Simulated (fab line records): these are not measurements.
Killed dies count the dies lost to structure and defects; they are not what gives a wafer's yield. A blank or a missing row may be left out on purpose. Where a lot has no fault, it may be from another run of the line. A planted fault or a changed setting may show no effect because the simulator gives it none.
What tool caused it? || flow n5Finfet || 24 lots, 72 wafers sampled, at 2 steps of a route of 1938

## WHAT EACH GAUGE READ, for each wafer
N5_BEOL_M4_CD_MEAS_28: target cd 26.2 nm, target cd y 24.1 nm. Usual: cdNm at 26.16 nm, with a standard deviation of 0.23.
{"lot": "L074", "measured": "day 7 10:24", "on": "cdSem-02", "cdNm (nm)": "25.96 25.94 26.29", "flag": ""}
{"lot": "L075", "measured": "day 7 23:10", "on": "cdSem-03", "cdNm (nm)": "26.31 26.52 26.71", "flag": ""}
{"lot": "L077", "measured": "day 8 00:05", "on": "cdSem-01", "cdNm (nm)": "26.28 26.49 26.27", "flag": ""}
{"lot": "L076", "measured": "day 8 08:37", "on": "cdSem-01", "cdNm (nm)": "25.53 26.10 25.85", "flag": ""}
{"lot": "L078", "measured": "day 8 16:28", "on": "cdSem-01", "cdNm (nm)": "26.33 25.94 26.03", "flag": ""}
{"lot": "L079", "measured": "day 8 18:35", "on": "cdSem-03", "cdNm (nm)": "26.01 26.17 26.16", "flag": ""}
{"lot": "L080", "measured": "day 8 23:05", "on": "cdSem-03", "cdNm (nm)": "26.02 26.13 26.54", "flag": ""}
{"lot": "L081", "measured": "day 9 12:59", "on": "cdSem-03", "cdNm (nm)": "26.11 26.52 26.42", "flag": ""}
{"lot": "L082", "measured": "day 9 19:14", "on": "cdSem-01", "cdNm (nm)": "25.92 25.76 26.05", "flag": ""}
{"lot": "L083", "measured": "day 9 23:11", "on": "cdSem-01", "cdNm (nm)": "26.24 26.32 26.51", "flag": ""}
{"lot": "L084", "measured": "day 10 10:19", "on": "cdSem-02", "cdNm (nm)": "26.17 25.93 26.27", "flag": ""}
{"lot": "L085", "measured": "day 10 13:22", "on": "cdSem-02", "cdNm (nm)": "26.15 25.96 26.03", "flag": ""}
{"lot": "L086", "measured": "day 10 17:43", "on": "cdSem-03", "cdNm (nm)": "26.17 26.46 26.07", "flag": ""}
{"lot": "L088", "measured": "day 11 01:23", "on": "cdSem-03", "cdNm (nm)": "25.96 26.30 26.12", "flag": ""}
{"lot": "L089", "measured": "day 11 06:08", "on": "cdSem-02", "cdNm (nm)": "25.81 26.31 26.11", "flag": ""}
{"lot": "L087", "measured": "day 11 06:19", "on": "cdSem-02", "cdNm (nm)": "26.24 26.34 26.14", "flag": ""}
{"lot": "L090", "measured": "day 11 07:50", "on": "cdSem-03", "cdNm (nm)": "26.35 25.93 25.95", "flag": ""}
{"lot": "L091", "measured": "day 11 12:11", "on": "cdSem-01", "cdNm (nm)": "26.55 26.23 26.20", "flag": ""}
{"lot": "L093", "measured": "day 12 02:14", "on": "cdSem-03", "cdNm (nm)": "26.14 26.21 26.25", "flag": ""}
{"lot": "L092", "measured": "day 12 03:08", "on": "cdSem-03", "cdNm (nm)": "26.42 26.20 26.11", "flag": ""}
{"lot": "L094", "measured": "day 12 22:46", "on": "cdSem-03", "cdNm (nm)": "26.21 26.20 26.22", "flag": ""}
{"lot": "L095", "measured": "day 13 05:53", "on": "cdSem-03", "cdNm (nm)": "26.01 26.21 26.29", "flag": ""}
{"lot": "L096", "measured": "day 13 06:20", "on": "cdSem-01", "cdNm (nm)": "25.92 26.44 26.57", "flag": ""}
{"lot": "L097", "measured": "day 13 16:10", "on": "cdSem-03", "cdNm (nm)": "26.28 26.57 26.31", "flag": ""}

## TOOL THAT RAN EACH LOT (tool first, then ch and the chambers of the sampled wafers, then the start)
{"lot": "L074", "N5_BEOL_M3_SPUTTER_94": "pvdSputter-03, day 7 06:07"}
{"lot": "L075", "N5_BEOL_M3_SPUTTER_94": "pvdSputter-03, day 7 18:18"}
{"lot": "L077", "N5_BEOL_M3_SPUTTER_94": "pvdSputter-02, day 7 20:54"}
{"lot": "L076", "N5_BEOL_M3_SPUTTER_94": "pvdSputter-03, day 8 00:33"}
{"lot": "L078", "N5_BEOL_M3_SPUTTER_94": "pvdSputter-03, day 8 10:55"}
{"lot": "L079", "N5_BEOL_M3_SPUTTER_94": "pvdSputter-03, day 8 13:53"}
{"lot": "L080", "N5_BEOL_M3_SPUTTER_94": "pvdSputter-01, day 8 19:28"}
{"lot": "L081", "N5_BEOL_M3_SPUTTER_94": "pvdSputter-02, day 9 08:26"}
{"lot": "L082", "N5_BEOL_M3_SPUTTER_94": "pvdSputter-01, day 9 15:19"}
{"lot": "L083", "N5_BEOL_M3_SPUTTER_94": "pvdSputter-02, day 9 18:11"}
{"lot": "L084", "N5_BEOL_M3_SPUTTER_94": "pvdSputter-03, day 10 06:40"}
{"lot": "L085", "N5_BEOL_M3_SPUTTER_94": "pvdSputter-01, day 10 07:52"}
{"lot": "L086", "N5_BEOL_M3_SPUTTER_94": "pvdSputter-01, day 10 14:29"}
{"lot": "L088", "N5_BEOL_M3_SPUTTER_94": "pvdSputter-02, day 10 22:21"}
{"lot": "L089", "N5_BEOL_M3_SPUTTER_94": "pvdSputter-02, day 11 01:37"}
{"lot": "L087", "N5_BEOL_M3_SPUTTER_94": "pvdSputter-03, day 11 01:47"}
{"lot": "L090", "N5_BEOL_M3_SPUTTER_94": "pvdSputter-03, day 11 04:44"}
{"lot": "L091", "N5_BEOL_M3_SPUTTER_94": "pvdSputter-02, day 11 08:11"}
{"lot": "L093", "N5_BEOL_M3_SPUTTER_94": "pvdSputter-01, day 11 21:21"}
{"lot": "L092", "N5_BEOL_M3_SPUTTER_94": "pvdSputter-03, day 11 23:57"}
{"lot": "L094", "N5_BEOL_M3_SPUTTER_94": "pvdSputter-02, day 12 18:31"}
{"lot": "L095", "N5_BEOL_M3_SPUTTER_94": "pvdSputter-02, day 13 00:25"}
{"lot": "L096", "N5_BEOL_M3_SPUTTER_94": "pvdSputter-03, day 13 02:46"}
{"lot": "L097", "N5_BEOL_M3_SPUTTER_94": "pvdSputter-02, day 13 12:53"}
- N5_BEOL_M3_SPUTTER_94: material Cu, target thk 4.5 nm, time 8.29 s.

## AS READ BY THE TOOLS THEMSELVES (means over the sampled wafers that have a number; for cases with no such wafer, the mark the record gives instead)
N5_BEOL_M3_SPUTTER_94. Usual: susceptorTempC -20.01 C, standard deviation 0.1; throttleValvePct 30.2 %, standard deviation 0.95.
{"lot": "L074", "tool": "pvdSputter-03", "susceptorTempC (C)": -20.02, "throttleValvePct (%)": 29.9, "flag": ""}
{"lot": "L075", "tool": "pvdSputter-03", "susceptorTempC (C)": -19.99, "throttleValvePct (%)": 30.0, "flag": ""}
{"lot": "L077", "tool": "pvdSputter-02", "susceptorTempC (C)": -19.89, "throttleValvePct (%)": 29.7, "flag": ""}
{"lot": "L076", "tool": "pvdSputter-03", "susceptorTempC (C)": -19.90, "throttleValvePct (%)": 29.5, "flag": ""}
{"lot": "L078", "tool": "pvdSputter-03", "susceptorTempC (C)": -19.99, "throttleValvePct (%)": 30.6, "flag": ""}
{"lot": "L079", "tool": "pvdSputter-03", "susceptorTempC (C)": -19.94, "throttleValvePct (%)": 29.9, "flag": ""}
{"lot": "L080", "tool": "pvdSputter-01", "susceptorTempC (C)": -19.97, "throttleValvePct (%)": 30.4, "flag": ""}
{"lot": "L081", "tool": "pvdSputter-02", "susceptorTempC (C)": -19.99, "throttleValvePct (%)": 30.3, "flag": ""}
{"lot": "L082", "tool": "pvdSputter-01", "susceptorTempC (C)": -19.95, "throttleValvePct (%)": 30.1, "flag": ""}
{"lot": "L083", "tool": "pvdSputter-02", "susceptorTempC (C)": -20.05, "throttleValvePct (%)": 29.7, "flag": ""}
{"lot": "L084", "tool": "pvdSputter-03", "susceptorTempC (C)": -20.02, "throttleValvePct (%)": 30.6, "flag": ""}
{"lot": "L085", "tool": "pvdSputter-01", "susceptorTempC (C)": -20.00, "throttleValvePct (%)": 29.4, "flag": ""}
{"lot": "L086", "tool": "pvdSputter-01", "susceptorTempC (C)": -20.01, "throttleValvePct (%)": 30.5, "flag": ""}
{"lot": "L088", "tool": "pvdSputter-02", "susceptorTempC (C)": -20.08, "throttleValvePct (%)": 30.3, "flag": ""}
{"lot": "L089", "tool": "pvdSputter-02", "susceptorTempC (C)": -19.92, "throttleValvePct (%)": 30.3, "flag": ""}
{"lot": "L087", "tool": "pvdSputter-03", "susceptorTempC (C)": -20.02, "throttleValvePct (%)": 29.9, "flag": ""}
{"lot": "L090", "tool": "pvdSputter-03", "susceptorTempC (C)": -20.07, "throttleValvePct (%)": 29.9, "flag": ""}
{"lot": "L091", "tool": "pvdSputter-02", "susceptorTempC (C)": -20.09, "throttleValvePct (%)": 30.5, "flag": ""}
{"lot": "L093", "tool": "pvdSputter-01", "susceptorTempC (C)": -20.03, "throttleValvePct (%)": 31.0, "flag": ""}
{"lot": "L092", "tool": "pvdSputter-03", "susceptorTempC (C)": -19.88, "throttleValvePct (%)": 30.0, "flag": ""}
{"lot": "L094", "tool": "pvdSputter-02", "susceptorTempC (C)": -19.96, "throttleValvePct (%)": 29.9, "flag": ""}
{"lot": "L095", "tool": "pvdSputter-02", "susceptorTempC (C)": -20.08, "throttleValvePct (%)": 29.9, "flag": ""}
{"lot": "L096", "tool": "pvdSputter-03", "susceptorTempC (C)": -20.10, "throttleValvePct (%)": 29.9, "flag": ""}
{"lot": "L097", "tool": "pvdSputter-02", "susceptorTempC (C)": -20.04, "throttleValvePct (%)": 29.8, "flag": ""}

## THE ANSWER, worked out from the rows above alone
Rule: a lot is off if the mean of its wafers that have a number lies more than 3 standard deviations from the usual mean. Also off: a lot with no number at a reading for which 4 or more lots have one. Any other lot the step has rows for is counted as sound. The gauges are gone through in route order, then the tools' own readings, and for those a lot's mean is taken as printed above. The first step at which some lot is off is used, and at that step the reading that is off furthest; a lot without a number counts as furthest.
No lot is off on any of the readings shown, so nothing can be concluded from this.

## WHAT THE SIMULATOR PUT IN
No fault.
